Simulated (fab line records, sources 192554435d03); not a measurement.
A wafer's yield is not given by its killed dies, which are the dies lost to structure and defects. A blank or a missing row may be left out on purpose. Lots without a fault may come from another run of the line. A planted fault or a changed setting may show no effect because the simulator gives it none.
fab line records | flow n5Finfet
[record] lots = 9 wafers = 27 lastDay = 17
route steps=1938 shown BEOL_M3@933 BEOL_M4@1111 PASSIVATION@1936
lots that met no fault: from a run of the same line without faults
startH: hours from the record's first day to the start of the lot's first wafer shown | waitH: hours elapsed since this lot's preceding step | " repeats the value in the row above | L1.1+2: a single row standing in for several wafers | - either no value or no given start | * or withheld: withheld | < > ~ a bound
route shown NAME@n: names a module that has steps shown in the file, with the first one's number in the route | usual: mean/standard deviation taken from wafers without a fault | same: alike in all rows | chamber/n: place in a boat | sites: per-site readings | _std_site: their standard deviation | _edge_site: inner sites' mean taken away from outer sites' mean | radiusMm: how far each site lies from the wafer's centre | mask NAME#n: copy n | behind: tool/chamber where the wafer was last shaped | hold: what put the lot on hold/how long, in hours/how the hold closed | device: names the non-switching transistor (n, p or np) | end of line: tests of these same wafers at the route's end | a step with no rows: only its recipe | killed: not the wafer's yield, but the dies lost to structure and defects at the first sort | map: a wafer's dies, marking killed ones x, the rest . and places with no die _
set.NAME: the setting that was run; set.NAME@STEP: the one run at that earlier step | model.NAME: the simulator's own value behind a step, which no gauge read
a sample of lots followed through the steps of the route, with each step as a table and each wafer as a row
services: a tool's chamber out of use, with start hour (startH, from the record's first day; less than 0 if before it), hours out, and reason
[[steps]]
[step N5_BEOL_M3_PECVD_72]
[recipe] material = SiO2 targetThkA = 160 tempC = 400 precursor = TEOS/O2 pressureTorr = 5.5 rfW = 450 teosFlowSccm = 53.8 gas = O2 flowSccm = 3000 timeS = 18
[usual] heaterPowerOuterW = 433/66 heaterPowerW = 728/100 showerheadPlenumPTorr = 8.81/0.034 throttleValvePct = 22.1/1.3
// columns lot.wafer tool chamber startH waitH heaterPowerOuterW heaterPowerW showerheadPlenumPTorr throttleValvePct
L571.2 pecvd-04 1 150.82 0.0 482 830 8.82 22.5
L571.5 " 0 " " 416 702 8.83 23.2
L571.6 " 2 " " 445 732 8.82 21.4
L572.2 pecvd-01 2 162.43 0.0 431 735 8.75 20.2
L572.4 " 2 " " 444 730 8.75 20.3
L572.6 " 1 " " 437 712 8.75 20.6
L573.3 pecvd-04 2 179.56 0.0 373 665 8.81 21.5
L573.4 " 0 " " 359 631 8.86 23.0
L573.6 " 2 " " 380 648 8.82 21.4
L578.3 pecvd-01 0 202.47 0.0 359 551 8.86 23.5
L578.4 " 1 " " 430 747 8.78 20.4
L578.5 " 2 " " 449 768 8.75 20.6
L579.2 pecvd-01 1 207.90 0.0 466 769 8.82 20.3
L579.4 " 0 " " 360 548 8.86 23.4
L579.6 " 1 " " 482 769 8.77 20.4
L582.1 pecvd-01 0 220.85 0.0 382 586 8.85 23.5
L582.5 " 1 " " 437 736 8.78 20.6
L582.6 " 2 " " 470 776 8.77 21.0
L589.1 pecvd-02 0 274.91 0.0 604 923 8.77 24.5
L589.5 " 0 " " 607 964 8.79 24.2
L589.6 " 2 " " 299 582 8.84 23.0
L590.1 pecvd-04 1 275.61 0.0 386 706 8.84 22.4
L590.3 " 0 " " 447 728 8.87 23.4
L590.4 " 2 " " 470 803 8.82 21.7
L591.1 pecvd-02 2 276.77 0.0 360 692 8.81 22.9
L591.3 " 0 " " 587 916 8.78 24.4
L591.4 " 0 " " 563 945 8.81 24.4
[step N5_BEOL_M3_SPUTTER_88]
[recipe] material = Cu targetThkA = 45 tempC = -20 chamberPressurePa = 0.07 powerW = withheld timeS = 8.29
[usual] substrateTempC = -20.00/0.11 throttleValvePct = 29.8/1.4
// columns lot.wafer tool chamber startH waitH substrateTempC throttleValvePct
L571.2 pvdSputter-01 - 167.18 0.1 -20.06 27.5
L571.5 " - " " -19.90 28.8
L571.6 " - " " -19.92 31.0
L572.2 pvdSputter-01 - 170.34 0.1 -19.78 29.1
L572.4 " - " " -20.01 31.2
L572.6 " - " " -19.94 31.9
L573.3 pvdSputter-01 - 188.43 0.1 -19.85 27.6
L573.4 " - " " -19.88 29.1
L573.6 " - " " -19.97 28.8
L578.3 pvdSputter-01 - 212.98 0.1 -19.96 30.9
L578.4 " - " " -19.91 27.6
L578.5 " - " " -20.00 29.0
L579.2 pvdSputter-01 - 223.50 0.1 -20.08 30.9
L579.4 " - " " -20.00 27.7
L579.6 " - " " -20.08 29.2
L582.1 pvdSputter-01 - 229.95 0.1 -20.09 30.8
L582.5 " - " " -19.99 29.1
L582.6 " - " " -19.87 27.8
L589.1 pvdSputter-02 - 281.43 0.1 -20.01 30.2
L589.5 " - " " -19.82 30.0
L589.6 " - " " -20.15 29.3
L590.1 pvdSputter-01 - 283.26 0.1 -19.82 32.1
L590.3 " - " " -20.06 27.5
L590.4 " - " " -19.95 29.3
L591.1 pvdSputter-02 - 293.34 0.1 -19.94 30.1
L591.3 " - " " -19.93 31.1
L591.4 " - " " -20.05 28.2
[step N5_BEOL_M3_ANNEAL_95]
[recipe] tempC = 400 timeS = 240 ambient = vacuum
[usual] heaterPowerW = 848/99
// columns lot.wafer tool chamber startH waitH heaterPowerW
L571.2 pvdSputter-01 - 167.92 0.0 996
L571.5 " - " " 910
L571.6 " - " " 649
L572.2 pvdSputter-01 - 171.08 0.0 886
L572.4 " - " " 674
L572.6 " - " " 830
L573.3 pvdSputter-01 - 189.17 0.0 971
L573.4 " - " " 899
L573.6 " - " " 911
L578.3 pvdSputter-01 - 213.72 0.0 670
L578.4 " - " " 990
L578.5 " - " " 893
L579.2 pvdSputter-01 - 224.24 0.0 653
L579.4 " - " " 971
L579.6 " - " " 908
L582.1 pvdSputter-01 - 230.69 0.0 649
L582.5 " - " " 903
L582.6 " - " " 989
L589.1 pvdSputter-02 - 282.17 0.0 1010
L589.5 " - " " 980
L589.6 " - " " 834
L590.1 pvdSputter-01 - 284.00 0.0 809
L590.3 " - " " 985
L590.4 " - " " 904
L591.1 pvdSputter-02 - 294.08 0.0 1004
L591.3 " - " " 764
L591.4 " - " " 793
[step N5_BEOL_M3_CMP_52]
[recipe] stopOn = SiOC tOverpolishS = 6.8 downForcePsi = 1 platenRpm = 50 clearingPlatenDownForcePsi = 1.5 clearingPlatenRpm = 50 postCmpClean = cuAlkaline targetThkNm = 40 clearingPlatenPadVelocityMS = 0.99484 padVelocityMS = 0.99484
[usual] barrierFieldEndpointS = 25.0/0.6 clearingPlatenRpm = 50.003/0.025 motorCurrentA = 6.1/0.54 padLifeWafers = 1406/350
// columns lot.wafer tool chamber startH waitH barrierFieldEndpointS clearingPlatenRpm motorCurrentA padLifeWafers
L571.2 cmp-02 3 168.65 0.3 24.7 49.988 5.5 961
L571.5 " 2 " " 26.0 50.004 6.2 -
L571.6 " 3 " " 24.7 50.025 5.6 -
L572.4 cmp-02 0 171.71 0.1 24.8 50.007 6.9 984
L572.2 " 2 " " 25.0 50.023 6.2 986
L572.6 " 1 " " 25.9 49.999 6.0 -
L573.4 cmp-02 1 189.88 0.2 26.3 50.000 6.0 1106
L573.3 " 2 " " 25.0 50.003 5.9 1107
L573.6 " 3 " " 25.2 50.011 6.0 -
L578.4 cmp-01 3 214.41 0.2 24.6 50.018 7.1 1669
L578.3 " 1 " " 24.9 49.959 6.6 1671
L578.5 " 2 " " 25.9 49.988 5.4 -
L579.2 cmp-02 2 224.87 0.2 24.9 49.960 6.2 1434
L579.4 " 3 " " 25.1 49.970 5.6 1435
L579.6 " 2 " " 25.2 49.960 5.9 -
L582.1 cmp-01 0 231.36 0.3 27.6 49.996 5.6 1783
L582.5 " 3 " " 25.0 50.005 7.0 -
L582.6 " 0 " " 28.7 49.979 5.7 -
L589.1 cmp-04 0 283.18 0.3 26.8 50.008 5.5 1446
L589.6 " 0 " " 26.9 49.990 5.4 -
L589.5 " 1 " " 26.1 49.996 5.8 -
L590.4 cmp-04 1 285.95 0.1 26.4 50.003 5.9 1482
L590.1 " 2 " " 25.7 49.986 6.7 1483
L590.3 " 3 " " 25.6 49.964 6.5 1484
L591.4 cmp-04 1 294.71 0.1 26.0 50.027 6.0 1536
L591.1 " 2 " " 25.2 49.965 6.6 1537
L591.3 " 0 " " 25.8 50.005 5.7 1539
[step N5_BEOL_M3_CO_CAP_55]
[recipe] material = Co targetThkA = 20 tempC = 200 precursor = CCTBA/H2 pressureTorr = 30 timeS = 102.1
[usual] heaterPowerOuterW = 139/20 heaterPowerW = 260/30
// columns lot.wafer tool chamber startH waitH heaterPowerOuterW heaterPowerW
L571.2 cvdCo-01 2 169.14 0.0 161 292
L571.5 " 2 " " 158 294
L571.6 " 1 " " 122 225
L572.2 cvdCo-02 2 172.08 0.0 142 266
L572.4 " 2 " " 138 272
L572.6 " 1 " " 123 243
L573.3 cvdCo-01 0 190.18 0.0 127 230
L573.4 " 1 " " 117 231
L573.6 " 2 " " 160 289
L578.3 cvdCo-01 1 214.74 0.0 121 232
L578.4 " 1 " " 119 229
L578.5 " 0 " " 121 220
L579.2 cvdCo-02 2 225.25 0.0 141 268
L579.4 " 0 " " 175 303
L579.6 " 2 " " 139 264
L582.1 cvdCo-02 0 231.69 0.0 176 305
L582.5 " 1 " " 121 246
L582.6 " 0 " " 176 306
L589.1 cvdCo-01 1 283.56 0.0 120 232
L589.5 " 0 " " 124 222
L589.6 " 2 " " 159 288
L590.1 cvdCo-01 2 286.32 0.0 153 290
L590.3 " 1 " " 122 224
L590.4 " 0 " " 120 230
L591.1 cvdCo-01 1 295.08 0.0 118 236
L591.3 " 2 " " 159 285
L591.4 " 2 " " 159 291
[step N5_BEOL_M4_RC_MEAS_101]
[usual] DIBL_N = 36.9/1.6 DIBL_P = 37.1/2 IOFF_N = 0.17/0.032 IOFF_P = 0.22/0.036 ION_N = 674/12 ION_P = 463/7.8 SS_N = 71.7/0.63 SS_P = 73.5/0.62 VT_N = 249/3.3 VT_P = -250/3.5
// columns lot.wafer tool chamber startH waitH DIBL_N[mV/V] DIBL_P[mV/V] IOFF_N[nA/um] IOFF_P[nA/um] ION_N[uA/um] ION_P[uA/um] SS_N[mV/dec] SS_P[mV/dec] VT_N[mV] VT_P[mV]
L571.2 prober-01 0 185.03 0.2 37.0 37.2 0.15 0.19 652 448 70.9 74.1 251 -257
L571.5 " 0 " " 37.6 38.0 0.16 0.21 668 462 71.8 74.3 252 -253
L571.6 " 0 " " 38.1 38.1 0.16 0.20 663 453 71.5 73.8 252 -253
L572.2 prober-01 0 195.17 0.2 38.6 39.4 0.20 0.29 679 469 71.8 74.3 247 -246
L572.4 " 0 " " 36.9 39.0 0.18 0.29 689 474 72.1 73.9 249 -246
L572.6 " 0 " " 35.1 35.2 0.14 0.21 664 464 71.2 73.3 252 -248
L573.3 prober-01 0 206.15 0.3 34.7 36.2 0.13 0.19 656 462 70.8 73.8 253 -251
L573.4 " 0 " " 38.3 39.0 0.18 0.22 672 457 72.0 74.0 249 -251
L573.6 " 0 " " 35.0 35.9 0.14 0.18 665 463 70.9 73.2 251 -252
L578.3 prober-02 0 229.44 0.6 35.0 35.4 0.15 0.18 660 451 71.0 73.3 252 -253
L578.4 " 0 " " 35.6 38.5 0.16 0.23 687 467 70.9 73.9 250 -251
L578.5 " 0 " " 38.5 39.7 0.21 0.26 678 465 71.1 74.3 249 -250
L579.2 prober-01 0 238.07 0.2 40.8 38.5 0.25 0.22 689 457 72.4 73.9 242 -253
L579.4 " 0 " " 38.9 37.9 0.20 0.21 679 457 71.8 74.1 245 -253
L579.6 " 0 " " 39.1 39.2 0.22 0.23 700 467 71.7 74.0 244 -252
L582.1 prober-01 0 241.76 0.0 37.2 38.2 0.17 0.24 681 473 71.6 73.7 248 -249
L582.5 " 0 " " 36.7 37.3 0.16 0.22 685 474 71.9 72.7 249 -252
L582.6 " 0 " " 38.8 38.7 0.20 0.25 680 455 72.4 73.4 246 -249
L589.1 prober-02 0 298.40 0.0 38.9 36.3 0.19 0.25 672 465 73.1 74.1 250 -247
L589.5 " 0 " " 36.9 34.8 0.15 0.23 674 463 71.7 74.1 251 -249
L589.6 " 0 " " 35.1 33.3 0.13 0.20 666 462 71.1 73.0 253 -250
L590.1 prober-01 0 300.02 0.0 36.6 38.6 0.18 0.22 679 459 72.4 73.8 250 -249
L590.3 " 0 " " 37.0 40.2 0.19 0.25 675 459 72.4 74.0 248 -252
L590.4 " 0 " " 37.5 40.7 0.20 0.27 683 468 72.8 74.1 246 -247
L591.1 prober-01 0 302.13 0.0 36.7 34.9 0.18 0.25 682 472 71.2 73.7 246 -246
L591.3 " 0 " " 35.1 32.2 0.14 0.20 667 464 71.7 72.9 253 -249
L591.4 " 0 " " 38.2 36.6 0.19 0.27 673 466 72.0 73.8 248 -245
[step N5_PASSIVATION_PROBE_49]
[usual] defectLimitedYield = 90.9/1.6 killed_at_M0_to_M3 = 34/11 killed_at_M4_up = 14/5.7 killedAtContacts = 13/6.5 killedAtFrontEnd = 43/11 killedAtOther = 4/3.1 killedDies = 107/19 killedOpen = 71/14 killedShort = 35/7.9 sort_bin_5_function = 5.3/1.1 sort_bin_6_memory = 3.4/0.74 sortNPass = 1073/19 sortYieldPct = 90.9/1.6
[same] grossDies = 1180 killedAtBackSide = 0 sort_bin_4_leakage[%] = 0 sort_bin_8_speed[%] = 0
// columns lot.wafer tool chamber startH waitH defectLimitedYield[%] killed_at_M0_to_M3 killed_at_M4_up killedAtContacts killedAtFrontEnd killedAtOther killedDies killedOpen killedShort sort_bin_5_function[%] sort_bin_6_memory[%] sortNPass sortYieldPct[%]
L579.2 prober-01 - 336.69 0.1 90.2 36 15 14 47 4 116 75 41 4.5 4.7 1064 90.2
L579.4 prober-01 - 336.79 0.2 89.2 41 15 8 62 2 128 87 41 6.4 4.2 1052 89.2
L579.6 prober-01 - 336.89 0.3 90.3 29 8 15 58 5 115 73 37 4.6 4.2 1065 90.3
L582.1 prober-02 - 349.92 0.0 86.6 66 17 19 51 5 158 107 50 8.7 4.2 1022 86.6
L582.5 prober-02 - 350.12 0.2 92.2 29 12 12 38 1 92 69 22 3.8 3.6 1088 92.2
L582.6 prober-02 - 350.17 0.3 89.7 39 12 18 51 2 122 81 40 5.7 4.2 1058 89.7
L589.1 prober-01 - 392.62 0.0 91.9 41 11 8 35 1 96 59 37 4.7 3.3 1084 91.9
L589.5 prober-01 - 392.82 0.2 89.2 39 17 8 63 0 127 83 43 5.6 4.7 1053 89.2
L589.6 prober-01 - 392.87 0.3 89.2 34 29 15 45 5 128 80 48 6.5 4.1 1052 89.2
L590.1 prober-01 - 407.05 0.0 91.6 26 13 8 41 11 99 58 34 5.4 2.5 1081 91.6
L590.3 prober-01 - 407.15 0.1 92.1 37 10 15 23 8 93 58 33 4.1 3.3 1087 92.1
L590.4 prober-01 - 407.20 0.2 91.9 30 9 5 46 5 95 66 28 5.1 2.7 1085 91.9
L591.1 prober-02 - 407.37 0.0 90.7 27 17 19 44 3 110 75 34 5.7 3.3 1070 90.7
L591.3 prober-02 - 407.47 0.1 89.6 33 18 19 46 7 123 84 36 5.9 4.0 1057 89.6
L591.4 prober-02 - 407.52 0.2 90.6 30 11 14 53 3 111 73 35 6.1 3.1 1069 90.6
// killed by level:class
L579.2 FIN_SAQP:geometricParticle:short=13 BEOL_M0_SAQP:geometricParticle:open=12 FIN_SAQP:geometricParticle:open=11 MOL_CONTACT_COAG:geometricParticle:open=11 STI_FIN_REVEAL:geometricParticle:open=10 BEOL_M0_SAQP:geometricParticle:short=10 BEOL_M3:geometricParticle:open=6 BEOL_M2:geometricParticle:open=4
L579.4 FIN_SAQP:geometricParticle:open=20 FIN_SAQP:geometricParticle:short=19 BEOL_M3:geometricParticle:open=17 STI_FIN_REVEAL:geometricParticle:open=12 BEOL_M0_SAQP:geometricParticle:open=8 MOL_CONTACT_COAG:geometricParticle:open=7 BEOL_M4:geometricParticle:open=6 BEOL_M0_SAQP:geometricParticle:short=5
L579.6 FIN_SAQP:geometricParticle:open=18 BEOL_M3:geometricParticle:open=12 MOL_CONTACT_COAG:geometricParticle:open=12 STI_FIN_REVEAL:geometricParticle:open=9 FIN_SAQP:geometricParticle:short=8 BEOL_M0_SAQP:geometricParticle:short=5 BEOL_M1:geometricParticle:open=4 STARTING-WAFER:geometricParticle:open=4
L582.1 BEOL_M0_SAQP:geometricParticle:short=21 STI_FIN_REVEAL:geometricParticle:open=19 BEOL_M0_SAQP:geometricParticle:open=19 MOL_CONTACT_COAG:geometricParticle:open=15 BEOL_M4:geometricParticle:open=14 BEOL_M3:geometricParticle:open=10 DUMMY_GATE:geometricParticle:open=8 FIN_SAQP:geometricParticle:open=7
L582.5 STI_FIN_REVEAL:geometricParticle:open=11 MOL_CONTACT_COAG:geometricParticle:open=10 FIN_SAQP:geometricParticle:open=9 BEOL_M3:geometricParticle:open=8 BEOL_M1:geometricParticle:open=6 GATE_CUT:geometricParticle:short=4 GATE_CUT:geometricParticle:open=4 BEOL_M0_SAQP:geometricParticle:short=4
L582.6 MOL_CONTACT_COAG:geometricParticle:open=17 STI_FIN_REVEAL:geometricParticle:open=13 BEOL_M0_SAQP:geometricParticle:open=12 FIN_SAQP:geometricParticle:short=9 BEOL_M0_SAQP:geometricParticle:short=8 GATE_CUT:geometricParticle:short=7 BEOL_M2:geometricParticle:open=7 BEOL_M0:geometricParticle:open=5
L589.1 BEOL_M0_SAQP:geometricParticle:open=9 BEOL_M0_SAQP:geometricParticle:short=8 FIN_SAQP:geometricParticle:open=7 MOL_CONTACT_COAG:geometricParticle:open=7 FIN_SAQP:geometricParticle:short=6 BEOL_M0:geometricParticle:short=5 BEOL_M4:geometricParticle:open=5 ILD0:geometricParticle:open=4
L589.5 FIN_SAQP:geometricParticle:open=18 FIN_SAQP:geometricParticle:short=16 ILD0:geometricParticle:open=9 BEOL_M2:geometricParticle:open=8 BEOL_M0:geometricParticle:open=7 BEOL_M4:geometricParticle:open=6 MOL_CONTACT_COAG:geometricParticle:open=6 BEOL_M0_SAQP:geometricParticle:short=6
L589.6 FIN_SAQP:geometricParticle:open=15 BEOL_M4:geometricParticle:open=12 MOL_CONTACT_COAG:geometricParticle:open=11 BEOL_M0_SAQP:geometricParticle:open=9 FIN_SAQP:geometricParticle:short=8 BEOL_M0_SAQP:geometricParticle:short=8 BEOL_M2:geometricParticle:open=6 MOL_CONTACT_COAG:geometricParticle:short=4
L590.1 STI_FIN_REVEAL:geometricParticle:open=9 BEOL_M0_SAQP:geometricParticle:open=8 FIN_SAQP:geometricParticle:open=7 MOL_CONTACT_COAG:geometricParticle:open=7 FIN_SAQP:geometricParticle:short=6 DUMMY_GATE:geometricParticle:open=5 BEOL_M0_SAQP:geometricParticle:short=5 BEOL_M0:geometricParticle:short=5
L590.3 BEOL_M0_SAQP:geometricParticle:short=14 MOL_CONTACT_COAG:geometricParticle:open=13 BEOL_M0_SAQP:geometricParticle:open=11 BEOL_M10:geometricParticle:open=5 MIM_TOP_ETCH:geometricParticle:open=5 STI_FIN_REVEAL:geometricParticle:open=4 GATE_CUT:geometricParticle:open=4 BEOL_M1:geometricParticle:short=4
L590.4 FIN_SAQP:geometricParticle:short=11 FIN_SAQP:geometricParticle:open=10 BEOL_M0_SAQP:geometricParticle:open=7 STI_FIN_REVEAL:geometricParticle:open=6 BEOL_M1:geometricParticle:open=6 BEOL_M3:geometricParticle:open=5 GATE_CUT:geometricParticle:open=4 GATE_CUT:geometricParticle:short=4
L591.1 MOL_CONTACT_COAG:geometricParticle:open=18 STI_FIN_REVEAL:geometricParticle:open=12 BEOL_M4:geometricParticle:open=11 FIN_SAQP:geometricParticle:open=9 FIN_SAQP:geometricParticle:short=9 STARTING-WAFER:geometricParticle:short=7 BEOL_M0_SAQP:geometricParticle:short=6 BEOL_M2:geometricParticle:open=5
L591.3 MOL_CONTACT_COAG:geometricParticle:open=17 FIN_SAQP:geometricParticle:open=15 FIN_SAQP:geometricParticle:short=11 BEOL_M1:geometricParticle:open=9 BEOL_M4:geometricParticle:open=7 BEOL_M0_SAQP:geometricParticle:short=5 BEOL_M1:geometricParticle:short=5 STARTING-WAFER:geometricParticle:open=5
L591.4 FIN_SAQP:geometricParticle:open=15 MOL_CONTACT_COAG:geometricParticle:open=11 BEOL_M0_SAQP:geometricParticle:short=9 STI_FIN_REVEAL:geometricParticle:open=9 FIN_SAQP:geometricParticle:short=8 DUMMY_GATE:geometricParticle:open=6 BEOL_M0:geometricParticle:open=5 BEOL_M2:geometricParticle:open=5
[[services]]
// columns tool chamber startH hours kind
cmp-02 - 143.59 0.5 repair
cmp-02 - 146.49 5.1 repair
cmp-04 - 147.14 0.7 repair
pvdSputter-01 - 149.90 7.8 repair
pecvd-04 - 151.02 2.8 pm
pecvd-02 - 157.09 1.2 repair
pecvd-02 0 160.48 9.3 repair
pecvd-02 - 170.23 1.2 repair
pvdSputter-01 - 175.05 0.9 repair
cmp-04 - 175.23 1.2 repair
cmp-02 - 187.40 2.3 repair
cmp-02 - 195.88 1.1 repair
cmp-02 - 204.74 0.2 repair
cmp-01 - 216.30 6.0 pm
cmp-02 - 226.70 5.5 pm
pecvd-04 - 226.86 0.3 repair
pecvd-01 2 240.45 2.1 scheduledDown
cmp-01 - 248.49 9.0 repair
cmp-01 - 262.95 3.7 repair
cvdCo-02 - 269.69 4.1 repair
cmp-04 - 280.95 2.1 repair
cmp-01 - 281.95 4.0 pm
cvdCo-02 1 282.97 11.8 repair
cmp-02 - 294.69 4.3 pm
[[key]]
[firstSign] step = N5_BEOL_M3_CMP_52 reading = barrierFieldEndpointS direction = up sigmas = 5.1 usual = 25.0 struck = 28.1
effect none on later readings
metAt N5_BEOL_M3_PECVD_72
struckLots L582
struckWafers L582.1,L582.6
notActingAt N5_BEOL_M3_SPUTTER_88,N5_BEOL_M3_ANNEAL_95,N5_BEOL_M3_CO_CAP_55
onsetBetween 207.90 220.85
[fault] kind = processParameterDrift tool = pecvd-01 chamber = - onsetH = 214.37 steps = N5_BEOL_M3_PECVD_72 channel = timeS offset = * shape = step endH = 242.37 scope = struckWafersOnly actsIn = * stated = *
